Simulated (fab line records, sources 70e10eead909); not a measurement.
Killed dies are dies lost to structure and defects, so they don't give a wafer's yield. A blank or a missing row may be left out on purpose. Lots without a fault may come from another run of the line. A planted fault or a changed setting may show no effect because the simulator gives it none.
Chamber matching | flow nand_harc | NHARC_P_GATE_ALD_36 on ald_sin-03: 4 sister chambers
The step deposits SiNx, target thk 20 nm, pulse time 60 s, ald cycles 223. 8 wafers are shown with their chamber, then 8 later ones without.

WAFERS WITH THEIR CHAMBER
wafer  | chamber | heater_power_w (W) | precursor_pulse_height_rel
L080.4 | 1       | 722                | 0.988
L080.1 | 3       | 722                | 0.978
L080.5 | 0       | 722                | 0.975
L083.3 | 0       | 657                | 1.000
L083.6 | 1       | 690                | 1.018
L086.4 | 3       | 733                | 0.993
L086.5 | 2       | 700                | 0.991
L088.4 | 2       | 696                | 0.966

WAFERS WITHOUT THEIR CHAMBER
wafer  | heater_power_w (W) | precursor_pulse_height_rel
L088.1 | 718                | 1.033
L088.3 | 692                | 0.969
L092.1 | 721                | 1.002
L092.6 | 669                | 0.976
L092.4 | 712                | 0.995
L095.2 | 680                | 0.994
L095.6 | 677                | 0.979
L095.4 | 706                | 1.004

WHICH CHAMBER EACH WENT THROUGH
wafer  | from the rows above               | in truth
L088.1 | can't be placed: 1 or 3 or 0 or 2 | 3
L088.3 | can't be placed: 2 or 0 or 3 or 1 | 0
L092.1 | can't be placed: 1 or 3 or 0 or 2 | 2
L092.6 | can't be placed: 0 or 2 or 1 or 3 | 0
L092.4 | can't be placed: 1 or 3 or 0 or 2 | 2
L095.2 | can't be placed: 0 or 1 or 2 or 3 | 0
L095.6 | can't be placed: 0 or 2 or 1 or 3 | 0
L095.4 | can't be placed: 1 or 0 or 3 or 2 | 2
Placed correctly: 0 of 8. Can't be placed from these rows: 8 (the true chamber is among the candidates in 8). Placed wrongly: 0.
How it was worked out, from the rows above alone: a wafer's distance from a chamber is the root of the sum, over the readings, of the square of ((its reading less the chamber's mean) divided by the reading's scatter). The wafer belongs to the nearest chamber; if the next one is less than 2 further off, it can't be placed. A chamber's mean is the mean of its shown wafers. The scatter: the root of (the sum of the squares of (reading less its chamber's mean) over the shown wafers, divided by (wafers less chambers)).
